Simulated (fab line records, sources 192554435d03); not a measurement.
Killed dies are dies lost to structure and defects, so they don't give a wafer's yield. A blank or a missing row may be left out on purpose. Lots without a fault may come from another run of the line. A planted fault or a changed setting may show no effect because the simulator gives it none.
fab line records | flow n5_finfet
record lots=7 wafers=21
route steps=1938 shown BEOL_M2@868 BEOL_M4@1040 BEOL_M5@1157 BEOL_M6@1233
start_h: hours from the record's first day to the start of the lot's first wafer shown | wait_h: hours since the lot's step before | " the same as in the row above | L1.1+2: a row that stands for several wafers | - no value, or no start given | * or withheld: withheld | < > ~ a bound
route shown NAME@n: a module of which the file shows steps, and the number in the route of the first | usual: mean/standard deviation of fault-free wafers | same: alike in all rows | chamber/n: place in a boat | sites: the reading at each site | _std_site: their standard deviation | _edge_site: outer sites' mean less inner sites' | radius_mm: how far each site lies from the wafer's centre | mask NAME#n: copy n | behind: the tool/chamber that last shaped the wafer | hold: why the lot was held/for how many hours/how that ended | device: the transistor (n, p or np) that didn't switch | end of line: the same wafers' tests at the end of the route | a step without rows: its recipe alone | killed: dies lost to structure and defects at the first sort, not the wafer's yield | map: a wafer's dies, x killed, . not, _ none there
set.NAME: the setting as run; set.NAME@STEP: as run at that earlier step | model.NAME: the simulator's own value behind a step, which no gauge read
lots whose settings were changed on purpose; a table a step, a row a wafer
## steps
# step N5_BEOL_M2_COAT_68
# recipe resist=SiARC temp_c=220 time_s=60 spin_rpm=1500 resist_thk_nm=12
# columns lot.wafer tool chamber start_h wait_h set.spin_rpm model.SiARC_of_BEOL_M2_COAT_68.thk_nm
L074.1 litho_track-05 0 - - 1611 11.6
L074.5+6 " 0 " " 1500 12
L075.2+5 litho_track-03 0 - - 1652 11.4
L075.6 " 0 " " 1500 12
L076.3+4 litho_track-04 0 - - 1335 12.8
L076.5 " 0 " " 1500 12
L083.1+4+5 litho_track-03 0 - - 1500 12
L091.3 litho_track-04 0 - - 1616 11.6
L091.4+5 " 0 " " 1500 12
L093.2+3+4 litho_track-03 0 - - 1500 12
L094.1 litho_track-03 0 - - 1565 11.8
L094.2+3 " 0 " " 1500 12
# step N5_BEOL_M2_COAT_76
# recipe resist=underlayer temp_c=205 time_s=60 spin_rpm=1500 resist_thk_nm=5
# step N5_BEOL_M2_COAT_22
# recipe resist=CAR-EUV spin_rpm=1500 resist_thk_nm=30
# step N5_BEOL_M2_DESCUM_33
# recipe chemistry=O2 time_s=7 source_power_w=50 bias_power_w=20 pressure_mtorr=20 rf_frequency_hz=2.712e+07 temp_c=40 resist=CAR-EUV o2_flow_sccm=225
# step N5_BEOL_M2_ETCH_77
# recipe chemistry=N2/H2 target=underlayer target_depth_a=65 mask_material=CAR-EUV time_s=5.2 ion_energy_ev=200 pressure_mtorr=30 source_w=840 bias_w=150 n2_flow_sccm=200 h2_flow_sccm=200 ends=cleared
# step N5_BEOL_M2_ETCH_69
# recipe chemistry=CF4 target=SiARC target_depth_a=156 mask_material=CAR-EUV time_s=26 ion_energy_ev=80 pressure_mtorr=40 source_w=545 bias_w=36 Ar_flow_sccm=100 cf4_flow_sccm=100 ends=cleared
# columns lot.wafer tool chamber start_h wait_h set.spin_rpm@BEOL_M2_COAT_68 model.etch.depth_nm model.CAR-EUV_of_BEOL_M2_COAT_22.thk_nm
L074.1 rie_diel-01 3 134.20 0.0 1611 11.57 11.4
L074.5 " 3 " " 1500 12.04 11
L074.6 " 0 " " 1500 12.01 11.2
L075.2 rie_diel-01 2 147.95 0.0 1652 11.47 11.6
L075.5 " 0 " " 1652 11.44 11.8
L075.6 " 3 " " 1500 12.03 11.2
L076.3 rie_diel-01 3 160.71 0.0 1335 12.74 10.6
L076.4 " 1 " " 1335 12.76 10.6
L076.5 " 0 " " 1500 12.05 11.2
L083.1+4 rie_diel-06 2,0 189.66 0.0 1500 12.03 11.2
L083.5 " 1 " " 1500 12.04 11.2
L091.3 rie_diel-05 3 237.09 0.0 1616 11.6 11.6
L091.4 " 1 " " 1500 12.01 11.4
L091.5 " 2 " " 1500 12.05 11.4
L093.2 rie_diel-05 2 248.84 0.0 1500 12.05 11.2
L093.3 " 3 " " 1500 12.06 11.2
L093.4 " 0 " " 1500 12.06 11
L094.1 rie_diel-06 0 250.04 0.0 1565 11.78 11.4
L094.2 " 3 " " 1500 12.09 11
L094.3 " 1 " " 1500 12.06 11
# step N5_BEOL_M2_ALD_98
# recipe material=SiO2 target_thk_a=25 temp_c=100 ald_precursor_family=BDEAS ald_co_reactant=O2-plasma pulse_time_s=1 co_reactant_pulse_time_s=1 purge_time_s=2 co_reactant_purge_time_s=2 ald_cycles=17 pressure_torr=2
# step N5_BEOL_M2_ETCHBACK_99
# recipe chemistry=CHF3 target=SiO2 target_depth_a=50 time_s=10.4 source_w=215 bias_w=47 Ar_flow_sccm=200 CHF3_flow_sccm=12 ion_energy_ev=100 pressure_mtorr=30
# columns lot.wafer tool chamber start_h wait_h set.spin_rpm@BEOL_M2_COAT_68 model.CAR-EUV_of_BEOL_M2_COAT_22.thk_nm
L074.1 rie_diel-01 0 134.83 0.5 1611 10.8
L074.5 " 1 " " 1500 10.4
L074.6 " 2 " " 1500 10.6
L075.2 rie_diel-06 2 148.30 0.2 1652 10.8
L075.5 " 3 " " 1652 11
L075.6 " 2 " " 1500 10.6
L076.3 rie_diel-05 2 165.06 3.6 1335 10
L076.4 " 0 " " 1335 9.8
L076.5 " 1 " " 1500 10.4
L083.1+4+5 rie_diel-05 1,0,1 192.58 2.5 1500 10.4
L091.3 rie_diel-06 2 243.66 6.4 1616 10.8
L091.4+5 " 3,2 " " 1500 10.6
L093.2+3+4 rie_diel-01 0,2,3 255.93 5.9 1500 10.4
L094.1 rie_diel-01 3 260.40 9.9 1565 10.6
L094.2+3 " 2,0 " " 1500 10.4
# step N5_BEOL_M2_ETCH_70
# recipe chemistry=N2/H2 target=SOC target_depth_a=800 overetch_a=240 mask_material=SiARC temp_c=40 time_s=130 ion_energy_ev=200 pressure_mtorr=30 source_w=840 bias_w=150 n2_flow_sccm=200 h2_flow_sccm=200
# columns lot.wafer tool chamber start_h wait_h set.spin_rpm@BEOL_M2_COAT_67 set.spin_rpm@BEOL_M2_COAT_68 model.etch.depth_nm model.SiARC_of_BEOL_M2_COAT_68.thk_nm
L074.1 rie_diel-01 0 134.87 0.0 1500 1611 60.07 5.4
L074.5 " 1 " " 1609 1500 57.93 6
L074.6 " 2 " " 1500 1500 60.09 6
L075.2 rie_diel-06 2 148.34 0.0 1448 1652 60.96 5.4
L075.5 " 3 " " 1448 1652 61.09 5.2
L075.6 " 2 " " 1500 1500 59.93 6
L076.3 rie_diel-05 2 165.10 0.0 1500 1335 59.98 6.6
L076.4 " 0 " " 1423 1335 61.76 6.6
L076.5 " 1 " " 1500 1500 59.96 5.8
L083.1 rie_diel-05 1 192.61 0.0 1409 1500 62.07 5.8
L083.4 " 0 " " 1409 1500 62.12 5.8
L083.5 " 1 " " 1500 1500 60.21 5.8
L091.3 rie_diel-06 2 243.69 0.0 1500 1616 60.2 5.6
L091.4 " 3 " " 1500 1500 60.19 5.8
L091.5 " 2 " " 1500 1500 60.13 6
L093.2 rie_diel-01 0 255.97 0.0 1500 1500 59.93 6
L093.3 " 2 " " 1500 1500 60.08 6
L093.4 " 3 " " 1500 1500 60.05 5.8
L094.1 rie_diel-01 3 260.43 0.0 1500 1565 60.35 5.4
L094.2 " 2 " " 1500 1500 60.22 6
L094.3 " 0 " " 1446 1500 61.43 6
# step N5_BEOL_M2_STRIP_71
# recipe chemistry=N2/H2 temp_c=40 n2_flow_sccm=200 h2_flow_sccm=200 rf_frequency_hz=6e+07
# step N5_BEOL_M2_STRIP_78
# recipe chemistry=N2/H2 temp_c=40 n2_flow_sccm=200 h2_flow_sccm=200 rf_frequency_hz=6e+07
# step N5_BEOL_M2_VIA_ETCH_34
# recipe chemistry=C4F6/O2 target_depth_a=694 mask_material=SOC pressure_mtorr=15 ion_energy_ev=250 taper_deg=4 time_s=65.9 source_w=350 bias_w=170 Ar_flow_sccm=300 C4F6_flow_sccm=10 O2_flow_sccm=10
# columns lot.wafer tool chamber start_h wait_h set.spin_rpm@BEOL_M2_COAT_67 model.SOC_of_BEOL_M2_COAT_67.thk_nm
L074.1 rie_diel-01 0 134.97 0.0 1500 52.2
L074.5 " 1 " " 1609 50
L074.6 " 2 " " 1500 52
L075.2 rie_diel-06 2 148.45 0.0 1448 52.8
L075.5 " 3 " " 1448 53
L075.6 " 2 " " 1500 51.6
L076.3 rie_diel-05 2 165.20 0.0 1500 52
L076.4 " 0 " " 1423 53.6
L076.5 " 1 " " 1500 51.8
L083.1+4 rie_diel-05 1,0 192.72 0.0 1409 54
L083.5 " 1 " " 1500 52.2
L091.3 rie_diel-06 2 243.80 0.0 1500 52.2
L091.4+5 " 3,2 " " 1500 52
L093.2+3 rie_diel-01 0,2 256.07 0.0 1500 52
L093.4 " 3 " " 1500 51.8
L094.1 rie_diel-01 3 260.54 0.0 1500 52.2
L094.2 " 2 " " 1500 52
L094.3 " 0 " " 1446 53.6
# step N5_BEOL_M4_ETCH_64
# recipe chemistry=N2/H2 target=SOC target_depth_a=750 overetch_a=225 mask_material=SiARC temp_c=40 time_s=121.9 ion_energy_ev=200 pressure_mtorr=30 source_w=840 bias_w=150 n2_flow_sccm=200 h2_flow_sccm=200
# usual rf_vpp_V=524.8/2.2
# columns lot.wafer tool chamber start_h wait_h set.bias_w rf_vpp_V model.SiARC_of_BEOL_M4_COAT_62.thk_nm
L074.1 rie_diel-05 2 154.97 0.0 162.7 554.9 5.8
L074.5 " 2 " " 150 528.2 6.2
L074.6 " 3 " " 150 529.6 6.4
L075.2 rie_diel-06 3 169.35 0.0 150 524.0 6.2
L075.5 " 3 " " 136.2 492.9 7
L075.6 " 2 " " 150 526.6 6.4
L076.3 rie_diel-05 0 182.74 0.0 176.4 580.2 5
L076.4 " 1 " " 150 526.5 6.2
L076.5 " 1 " " 176.4 585.0 5
L083.1 rie_diel-05 3 216.15 0.0 125.7 472.5 7.6
L083.4 " 1 " " 150 525.7 6.2
L083.5 " 2 " " 150 525.1 6.2
L091.3 rie_diel-06 2 267.02 0.0 150 526.0 6.4
L091.4 " 1 " " 126.4 470.0 7.6
L091.5 " 2 " " 150 525.3 6.4
L093.2 rie_diel-05 1 273.10 0.0 150 526.2 6.2
L093.3 " 0 " " 150 523.3 6.2
L093.4 " 1 " " 150 526.8 6.2
L094.1 rie_diel-01 1 275.18 0.0 150 523.5 6.2
L094.2 " 2 " " 137.1 495.8 7
L094.3 " 0 " " 150 521.1 6.4
# step N5_BEOL_M4_COAT_22
# recipe resist=CAR-EUV spin_rpm=1500 resist_thk_nm=30
# columns lot.wafer tool chamber start_h wait_h set.spin_rpm model.CAR-EUV_of_BEOL_M4_COAT_22.thk_nm
L074.1+5+6 litho_track-01 0 - - 1500 30
L075.2 litho_track-04 0 - - 1500 30
L075.5+6 " 0 " " 1650 28.6
L076.3+4+5 litho_track-05 0 - - 1500 30
L083.1 litho_track-01 0 - - 1500 30.2
L083.4 " 0 " " 1583 29.2
L083.5 " 0 " " 1500 30
L091.3 litho_track-01 0 - - 1500 30
L091.4 " 0 " " 1500 30.2
L091.5 " 0 " " 1589 29.4
L093.2+4 litho_track-05 0 - - 1500 30
L093.3 " 0 " " 1500 30.2
L094.1 litho_track-04 0 - - 1500 30
L094.2+3 " 0 " " 1552 29.6
# step N5_BEOL_M4_EBR_24
# recipe solvent=PGMEA ebr_width_mm=1.5
# step N5_BEOL_M4_SOFTBAKE_23
# recipe temp_c=110 time_s=60 resist=CAR-EUV
# step N5_BEOL_M4_DESCUM_33
# recipe chemistry=O2 time_s=7 source_power_w=50 bias_power_w=20 pressure_mtorr=20 rf_frequency_hz=2.712e+07 temp_c=40 resist=CAR-EUV o2_flow_sccm=225
# columns lot.wafer tool chamber start_h wait_h set.spin_rpm@BEOL_M4_COAT_22 model.CAR-EUV_of_BEOL_M4_COAT_22.thk_nm
L074.1 rie_diel-01 0 155.98 0.0 1500 26.2
L074.5+6 " 2,1 " " 1500 26
L075.2 rie_diel-01 0 170.23 0.1 1500 26.2
L075.5+6 " 2,3 " " 1650 24.6
L076.3+5 rie_diel-06 1 183.76 0.0 1500 26
L076.4 " 2 " " 1500 26.2
L083.1 rie_diel-06 0 217.15 0.0 1500 26.2
L083.4 " 2 " " 1583 25.4
L083.5 " 1 " " 1500 26
L091.3+4 rie_diel-05 0 268.24 0.2 1500 26.2
L091.5 " 1 " " 1589 25.4
L093.2 rie_diel-05 3 274.02 0.0 1500 26
L093.3+4 " 0,1 " " 1500 26.2
L094.1 rie_diel-01 0 275.97 0.0 1500 26
L094.2+3 " 1,2 " " 1552 25.6
# step N5_BEOL_M4_ETCH_77
# recipe chemistry=N2/H2 target=underlayer target_depth_a=65 mask_material=CAR-EUV time_s=5.2 ion_energy_ev=200 pressure_mtorr=30 source_w=840 bias_w=150 n2_flow_sccm=200 h2_flow_sccm=200 ends=cleared
# step N5_BEOL_M4_ETCH_69
# recipe chemistry=CF4 target=SiARC target_depth_a=156 mask_material=CAR-EUV time_s=26 ion_energy_ev=80 pressure_mtorr=40 source_w=545 bias_w=36 Ar_flow_sccm=100 cf4_flow_sccm=100 ends=cleared
# columns lot.wafer tool chamber start_h wait_h set.spin_rpm@BEOL_M4_COAT_22 model.CAR-EUV_of_BEOL_M4_COAT_22.thk_nm
L074.1 rie_diel-01 0 156.04 0.0 1500 11.4
L074.5 " 2 " " 1500 11
L074.6 " 1 " " 1500 11.2
L075.2 rie_diel-01 0 170.29 0.0 1500 11.4
L075.5+6 " 2,3 " " 1650 9.6
L076.3+4 rie_diel-06 1,2 183.81 0.0 1500 11.2
L076.5 " 1 " " 1500 11
L083.1 rie_diel-06 0 217.21 0.0 1500 11.4
L083.4 " 2 " " 1583 10.4
L083.5 " 1 " " 1500 11
L091.3+4 rie_diel-05 0 268.29 0.0 1500 11.2
L091.5 " 1 " " 1589 10.4
L093.2+3+4 rie_diel-05 3,0,1 274.07 0.0 1500 11.2
L094.1 rie_diel-01 0 276.02 0.0 1500 11.2
L094.2+3 " 1,2 " " 1552 10.6
# step N5_BEOL_M4_DEP_57
# recipe material=SiCN target_thk_a=80 temp_c=withheld precursor=3MS/NH3 pressure_torr=3 rf_w=202 time_s=14
# columns lot.wafer tool chamber start_h wait_h set.time_s model.SiCN_of_BEOL_M4_DEP_57.thk_nm
L074.1+5 pecvd-02 0 169.28 0.0 14 8.2
L074.6 " 1 " " 12.78 7.6
L075.2+6 pecvd-04 0,2 177.29 0.0 14 8.2
L075.5 " 0 " " 14 8
L076.3 pecvd-04 1 191.84 0.0 14 8
L076.4+5 " 2,0 " " 14 8.2
L083.1 pecvd-04 2 224.67 0.0 14 8
L083.4+5 " 2,1 " " 14 8.2
L091.3+5 pecvd-02 2,1 275.77 0.0 13.45 7.8
L091.4 " 2 " " 14 8
L094.1 pecvd-02 2 285.14 0.0 12.92 7.2
L094.2 " 1 " " 14 8
L094.3 " 0 " " 14 7.8
L093.2 pecvd-04 1 289.18 0.0 14 8
L093.3 " 0 " " 14 8.2
L093.4 " 2 " " 14 8.4
# step N5_BEOL_M5_VIA_ETCH_34
# recipe chemistry=C4F6/O2 target=SiCOH_lowk target_depth_a=883 mask_material=SOC taper_deg=4 time_s=39.2 ion_energy_ev=250 pressure_mtorr=30 source_w=345 bias_w=185 Ar_flow_sccm=300 C4F6_flow_sccm=10 O2_flow_sccm=10
# usual rf_vpp_V=667/7.7
# columns lot.wafer tool chamber start_h wait_h set.bias_w rf_vpp_V
L074.1 rie_diel-02 0 174.94 0.0 152.2 579
L074.5 " 2 " " 152.2 569
L074.6 " 3 " " 185 676
L075.2 rie_diel-04 1 181.62 0.0 185 659
L075.5 " 1 " " 185 659
L075.6 " 2 " " 169.2 612
L076.3 rie_diel-03 3 195.83 0.0 185 663
L076.4 " 1 " " 185 662
L076.5 " 1 " " 185 664
L083.1 rie_diel-04 0 228.69 0.0 185 673
L083.4 " 2 " " 185 657
L083.5 " 0 " " 185 674
L091.3 rie_diel-04 2 284.40 0.0 185 658
L091.4 " 0 " " 185 675
L091.5 " 1 " " 214.3 740
L094.1 rie_diel-02 1 292.42 0.0 185 660
L094.2 " 0 " " 185 677
L094.3 " 2 " " 185 663
L093.2 rie_diel-04 1 296.97 0.0 185 659
L093.3 " 2 " " 185 658
L093.4 " 0 " " 185 675
# step N5_BEOL_M5_TRENCH_ETCH_37
# recipe chemistry=C4F6/O2 target_depth_a=716.52 target=SiCOH_lowk time_s=24.7 ion_energy_ev=250 pressure_mtorr=30 source_w=345 bias_w=185 Ar_flow_sccm=300 C4F6_flow_sccm=10 O2_flow_sccm=10
# usual rf_vpp_V=667/7.8
# columns lot.wafer tool chamber start_h wait_h set.bias_w rf_vpp_V
L074.1 rie_diel-02 0 - - 185 679
L074.5 " 2 " " 185 663
L074.6 " 3 " " 185 674
L075.2 rie_diel-04 1 - - 185 660
L075.5 " 1 " " 185 661
L075.6 " 2 " " 185 657
L076.3 rie_diel-03 3 - - 166.1 609
L076.4 " 1 " " 185 663
L076.5 " 1 " " 166.1 608
L083.1 rie_diel-04 0 - - 185 674
L083.4 " 2 " " 194.7 685
L083.5 " 0 " " 194.7 702
L091.3 rie_diel-04 2 - - 185 658
L091.4 " 0 " " 185 674
L091.5 " 1 " " 175.9 633
L094.1 rie_diel-02 1 - - 185 662
L094.2 " 0 " " 185 677
L094.3 " 2 " " 185 663
L093.2 rie_diel-04 1 - - 185 659
L093.3 " 2 " " 185 657
L093.4 " 0 " " 185 673
# step N5_BEOL_M6_ETCH_66
# recipe chemistry=N2/H2 target=SOC target_depth_a=800 overetch_a=160 mask_material=SiARC temp_c=40 time_s=120 ion_energy_ev=200 pressure_mtorr=30 source_w=840 bias_w=150 n2_flow_sccm=200 h2_flow_sccm=200
# usual rf_vpp_V=524.8/2.3
# columns lot.wafer tool chamber start_h wait_h set.source_w rf_vpp_V
L074.1 rie_diel-05 2 187.68 0.0 840 526.2
L074.5 " 1 " " 756.4 546.1
L074.6 " 2 " " 756.4 544.1
L075.2 rie_diel-01 1 193.54 0.0 840 522.7
L075.5 " 1 " " 840 523.5
L075.6 " 0 " " 840 523.9
L076.3 rie_diel-05 1 209.84 0.0 699.3 561.5
L076.4 " 3 " " 840 527.8
L076.5 " 3 " " 699.3 560.1
L083.1 rie_diel-05 3 239.76 0.0 840 528.9
L083.4 " 0 " " 840 523.3
L083.5 " 0 " " 840 522.4
L091.3 rie_diel-01 3 298.52 0.0 840 526.1
L091.4 " 0 " " 840 521.8
L091.5 " 3 " " 840 525.4
L094.1 rie_diel-06 2 304.66 0.0 840 526.1
L094.2 " 1 " " 840 524.4
L094.3 " 0 " " 840 521.3
L093.2 rie_diel-06 1 307.85 0.0 840 521.9
L093.3 " 2 " " 840 524.3
L093.4 " 3 " " 840 523.5
# step N5_BEOL_M6_TRENCH_ETCH_37
# recipe chemistry=C4F6/O2 target_depth_a=944.35 target=SiCOH_lowk time_s=31.5 ion_energy_ev=250 pressure_mtorr=30 source_w=345 bias_w=185 Ar_flow_sccm=300 C4F6_flow_sccm=10 O2_flow_sccm=10
# usual rf_vpp_V=673/10
# columns lot.wafer tool chamber start_h wait_h set.bias_w rf_vpp_V
L074.1 rie_diel-05 2 - - 185 686
L074.5 " 1 " " 185 691
L074.6 " 2 " " 185 684
L075.2 rie_diel-01 1 - - 185 666
L075.5 " 1 " " 185 667
L075.6 " 0 " " 185 684
L076.3 rie_diel-05 1 - - 200.9 738
L076.4 " 3 " " 185 666
L076.5 " 3 " " 185 666
L083.1 rie_diel-05 3 - - 185 665
L083.4 " 0 " " 206 724
L083.5 " 0 " " 185 666
L091.3 rie_diel-01 3 - - 214.6 762
L091.4 " 0 " " 214.6 768
L091.5 " 3 " " 214.6 759
L094.1 rie_diel-06 2 - - 213.8 756
L094.2 " 1 " " 185 661
L094.3 " 0 " " 185 676
L093.2 rie_diel-06 1 - - 185 660
L093.3 " 2 " " 185 676
L093.4 " 3 " " 185 663
## key
split step=N5_BEOL_M2_COAT_68 setting=spin_rpm stated=1500 by=wafer
response step=N5_BEOL_M2_COAT_68 reading=model.SiARC_of_BEOL_M2_COAT_68.thk_nm change=-0.0611 per=1% r=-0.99
response step=N5_BEOL_M2_ETCH_69 reading=model.etch.depth_nm change=-0.0603 per=1% r=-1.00
response step=N5_BEOL_M2_ETCH_69 reading=model.CAR-EUV_of_BEOL_M2_COAT_22.thk_nm change=+0.0481 per=1% r=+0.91
response step=N5_BEOL_M2_ETCHBACK_99 reading=model.CAR-EUV_of_BEOL_M2_COAT_22.thk_nm change=+0.0369 per=1% r=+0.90
response step=N5_BEOL_M2_ETCH_70 reading=model.SiARC_of_BEOL_M2_COAT_68.thk_nm change=-0.0707 per=1% r=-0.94
split step=N5_BEOL_M4_ETCH_64 setting=bias_w stated=150 by=wafer
response step=N5_BEOL_M4_ETCH_64 reading=rf_vpp_V change=+3.3 per=1% r=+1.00
response step=N5_BEOL_M4_ETCH_64 reading=model.SiARC_of_BEOL_M4_COAT_62.thk_nm change=-0.0756 per=1% r=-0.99
split step=N5_BEOL_M4_COAT_22 setting=spin_rpm stated=1500 by=wafer
response step=N5_BEOL_M4_COAT_22 reading=model.CAR-EUV_of_BEOL_M4_COAT_22.thk_nm change=-0.138 per=1% r=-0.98
response step=N5_BEOL_M4_DESCUM_33 reading=model.CAR-EUV_of_BEOL_M4_COAT_22.thk_nm change=-0.146 per=1% r=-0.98
response step=N5_BEOL_M4_ETCH_69 reading=model.CAR-EUV_of_BEOL_M4_COAT_22.thk_nm change=-0.164 per=1% r=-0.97
split step=N5_BEOL_M4_DEP_57 setting=time_s stated=14 by=wafer
response step=N5_BEOL_M4_DEP_57 reading=model.SiCN_of_BEOL_M4_DEP_57.thk_nm change=+0.0757 per=1% r=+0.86
split step=N5_BEOL_M5_VIA_ETCH_34 setting=bias_w stated=185 by=wafer
response step=N5_BEOL_M5_VIA_ETCH_34 reading=rf_vpp_V change=+5.3 per=1% r=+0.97
split step=N5_BEOL_M5_TRENCH_ETCH_37 setting=bias_w stated=185 by=wafer
response step=N5_BEOL_M5_TRENCH_ETCH_37 reading=rf_vpp_V change=+5.29 per=1% r=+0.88
split step=N5_BEOL_M6_ETCH_66 setting=source_w stated=840 by=wafer
response step=N5_BEOL_M6_ETCH_66 reading=rf_vpp_V change=-1.95 per=1% r=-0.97
split step=N5_BEOL_M6_TRENCH_ETCH_37 setting=bias_w stated=185 by=wafer
response step=N5_BEOL_M6_TRENCH_ETCH_37 reading=rf_vpp_V change=+5.96 per=1% r=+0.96
split outside_this_file step=N5_BEOL_M2_COAT_67 setting=spin_rpm
# split outside_this_file: this setting was split too, and the file shows its column; the key of that split is in another file
